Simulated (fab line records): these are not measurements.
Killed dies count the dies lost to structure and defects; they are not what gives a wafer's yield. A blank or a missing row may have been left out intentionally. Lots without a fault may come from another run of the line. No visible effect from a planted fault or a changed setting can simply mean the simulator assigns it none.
3 desks looking at one fault :: flow n5_finfet :: every desk sees just its own numbers, and what lay behind them comes last

== THE TOOL OWNER'S DESK: rie_diel-06 ==
The tool's own readings at N5_BEOL_M2_ETCH_64 (etches SOC in N2/H2, target depth 75 nm, overetch 22.5 nm, time 121.9 s): means of the sampled wafers that have a number, for each lot that ran on this tool. Any lot whose mean is over 4 standard deviations away from the usual mean is out of limits and marked OUT; that distance is given in the brackets.
Columns: A = bias_w at N5_BEOL_M2_ETCH_64, usual 150.1 W; B = drypump_motor_current_A at N5_BEOL_M2_ETCH_64, usual 5.5 A; C = n2_flow_sccm at N5_BEOL_M2_ETCH_64, usual 200.0 sccm; D = oes_product_au at N5_BEOL_M2_ETCH_64, usual 0.61 a.u.; E = rf_vpp_V at N5_BEOL_M2_ETCH_64, usual 523.4 V; F = showerhead_plenum_p_Torr at N5_BEOL_M2_ETCH_64, usual 2.53 Torr; G = throttle_valve_pct at N5_BEOL_M2_ETCH_64, usual 17.8 %
lot: L700
first seen here: day 8 13:32
A: 117.8 (-73) OUT
B: 5.6
C: 199.6
D: 0.59
E: 448.8 (-31) OUT
F: 2.52
G: 18.1

lot: L702
first seen here: day 9 02:45
A: 117.7 (-74) OUT
B: 5.6
C: 199.7
D: 0.58
E: 447.9 (-31) OUT
F: 2.52
G: 18.1

lot: L712
first seen here: day 11 22:42
A: 150.4
B: 5.8
C: 200.2
D: 0.60
E: 525.5
F: 2.59
G: 17.8
This desk's verdict: out of limits on L700, L702, starting with L700 at day 8 13:32 (bias_w at N5_BEOL_M2_ETCH_64). In limits: L712.

== THE DEFECT DESK ==
Counts from the inspections along the route, per lot, as means over the sampled wafers that have a number. Any lot whose mean is over 4 standard deviations away from the usual mean is out of limits and marked OUT; that distance is given in the brackets.
Columns: A = raw_defect_count at N5_BEOL_M2_INSPECT_13, usual 395
lot: L700
first seen here: day 8 13:20
A: 335

lot: L701
first seen here: day 8 13:45
A: 454

lot: L702
first seen here: day 9 02:38
A: 419

lot: L710
first seen here: day 10 21:13
A: 451

lot: L711
first seen here: day 11 02:32
A: 373

lot: L712
first seen here: day 11 22:35
A: 385
This desk found nothing out of limits on any of the 6 lots.

== FROM THE METROLOGY DESK ==
Lot by lot, what the gauges showed, no matter which tool ran the lot: averages of those sampled wafers that carry a number. Any lot whose mean is over 4 standard deviations away from the usual mean is out of limits and marked OUT; that distance is given in the brackets. It has 12 readings; the 7 that lie furthest out on some lot are the ones shown.
Columns: A = M2_OVL at N5_BEOL_M2_OVL_MEAS_12, usual 0.0 nm; B = IOFF_P at N5_BEOL_M4_RC_MEAS_101, usual 0.22 nA/um; C = ION_N at N5_BEOL_M4_RC_MEAS_101, usual 679 uA/um; D = ION_P at N5_BEOL_M4_RC_MEAS_101, usual 466 uA/um; E = SS_P at N5_BEOL_M4_RC_MEAS_101, usual 73.5 mV/dec; F = VT_N at N5_BEOL_M4_RC_MEAS_101, usual 248.8 mV; G = VT_P at N5_BEOL_M4_RC_MEAS_101, usual -250 mV
lot: L700
first seen here: day 8 13:15
A: 0.7
B: 0.21
C: 687
D: 468
E: 73.5
F: 248.9
G: -251

lot: L701
first seen here: day 8 13:40
A: 0.6
B: 0.17
C: 670
D: 451
E: 73.0
F: 250.7
G: -256

lot: L702
first seen here: day 9 02:33
A: -0.7
B: 0.21
C: 678
D: 459
E: 73.7
F: 247.3
G: -252

lot: L710
first seen here: day 10 21:08
A: 0.2
B: 0.24
C: 704
D: 478
E: 74.2
F: 246.3
G: -249

lot: L711
first seen here: day 11 02:28
A: 0.3
B: 0.21
C: 676
D: 466
E: 73.5
F: 248.9
G: -250

lot: L712
first seen here: day 11 22:30
A: -1.2
B: 0.17
C: 663
D: 446
E: 73.5
F: 252.7
G: -259
This desk found nothing out of limits on any of the 6 lots.

== PUT TOGETHER ==
The tool owner's desk could have raised an alarm at day 8 13:32, on L700, L702.
Nothing the defect desk looked at was out of limits.
Nothing out of limits was seen by the metrology desk.
The defect desk has L700, L702 on record, within its limits.
The metrology desk holds a record of L700, L702, inside its limits.
N5_BEOL_M2_ETCH_64 was run on rie_diel-06 by each of the lots named.

== WHAT WAS PUT IN BY THE SIMULATOR ==
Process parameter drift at N5_BEOL_M2_ETCH_64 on rie_diel-06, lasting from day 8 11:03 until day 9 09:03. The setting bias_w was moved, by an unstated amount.
Shown lots that were struck: L700, L702.
Hours from the fault's start to each desk's first reading out of limits: the tool owner's desk, 2.
